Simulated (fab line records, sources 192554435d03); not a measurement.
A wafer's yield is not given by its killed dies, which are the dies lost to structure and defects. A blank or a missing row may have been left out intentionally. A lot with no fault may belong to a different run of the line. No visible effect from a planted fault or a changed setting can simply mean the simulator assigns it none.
Struck lot and sound lot, side by side / flow n5_finfet / 15 steps out of a route of 1938
Sound: the wafers L130.1, L130.4, L130.6. Struck: wafers L137.1, L137.3, L137.6. The cause is given at the end.
At each step with rows: each side's tool, then ch and its chambers, then its first start. Under that, the readings that differ: sound wafers / struck wafers / difference of the means / sigmas: that difference in standard deviations of wafers without a fault.
alike: same words and numbers on both sides, and readings whose means sit less than 2 such deviations apart. not compared: any withheld reading, any reading some wafer has no value for, any bound like >300 that may hide the same value, and any number with overlapping values for which the record gives no deviation.
A row with sigmas, a row that says differs or no value, or rows on one side alone: a step with any of these is where the two part. Numbers that don't overlap but have no deviation are shown without sigmas and don't part them. A reading that every wafer of one side lacks parts them only if that side has two wafers or more.

N5_BEOL_M15_STRIP_36: strips in O2.
  sound on rie_diel-02 ch 0,1,3, day 12 12:04; struck on rie_diel-01 ch 1,2,3, day 13 21:16
  alike: drypump_motor_current_A, oes_product_au, rf_vpp_V, showerhead_plenum_p_Torr, throttle_valve_pct
  not compared: rf_hours_counter_h
then, 1 step without rows for these wafers: N5_BEOL_M15_STRIP_62 (strips in O2).
N5_BEOL_M15_STRIP_37: strips in O2.
  sound: rie_diel-02 ch 0,1,3; struck: rie_diel-01 ch 1,2,3
  alike: drypump_motor_current_A, oes_product_au, rf_vpp_V, showerhead_plenum_p_Torr, throttle_valve_pct
  not compared: rf_hours_counter_h
N5_BEOL_M15_ETCH_38: etches SiCN in CF4/N2, target depth 106.4 nm, time 120.5 s.
  sound: rie_diel-02 ch 0,1,3; struck: rie_diel-01 ch 1,2,3
  alike: drypump_motor_current_A, oes_product_au, rf_vpp_V, showerhead_plenum_p_Torr, throttle_valve_pct
  not compared: rf_hours_counter_h
then, 4 steps without rows for these wafers: N5_BEOL_M15_PRECLEAN_39 (cleans in residue remover, time 60 s); N5_BEOL_M15_SRD_40 (time 30 s, dry time 30 s); N5_BEOL_M15_DEGAS_41 (time 60 s); N5_BEOL_M15_PRE_CLEAN_42 (time 30 s).
N5_BEOL_M15_SPUTTER_43: material TaN, target thk 15 nm, time 24.19 s.
  struck on pvd_sputter-03, day 13 21:49; sound on pvd_sputter-03, day 12 12:56
  alike: throttle_valve_pct
N5_BEOL_M15_SPUTTER_44: material Ta, target thk 15 nm, time 24.19 s.
  struck on pvd_sputter-03, day 13 21:54; sound on pvd_sputter-03, day 12 13:01
  alike: throttle_valve_pct
then, 2 steps without rows for these wafers: N5_BEOL_M15_SPUTTER_45 (material Cu, target thk 100 nm, time 16.67 s); N5_BEOL_M15_ECD_47 (material Cu, target thk 1860 nm).
N5_BEOL_M15_ANNEAL_48: time 90 s.
  sound on rtp_anneal-01 ch 0, day 12 13:35; struck on rtp_anneal-02 ch 0, day 13 22:20
reading=wafer_temp_C_max; sound=226.00 225.63 226.01; struck=244.11 243.87 244.39; difference=+18.24; sigmas=+73
then, 1 step without rows for these wafers: N5_BEOL_M15_CMP_49 (polishes, stops on SiO2, t overpolish 4.9 s, target thk 850 nm).
N5_PASSIVATION_PROBE_49:
  struck on prober-02, day 14 13:55; sound on prober-01, day 13 04:19
reading=sort_bin_8_speed (%); sound=0 0 0.51; struck=0 0 0; difference=+0; sigmas=-3
  alike: defect_limited_yield, killed_at_M0_to_M3, killed_at_M4_up, killed_at_contacts, killed_at_front_end, killed_at_other, killed_dies, killed_open, killed_short, sort_bin_5_function, sort_bin_6_memory, sort_n_pass, sort_yield_pct

## WHERE THEY PART
First at N5_BEOL_M15_ANNEAL_48; last, within this record, at N5_PASSIVATION_PROBE_49.

WHY: whatever the simulator had introduced
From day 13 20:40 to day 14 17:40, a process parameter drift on rtp_anneal-02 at N5_BEOL_M15_ANNEAL_48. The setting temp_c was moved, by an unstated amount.
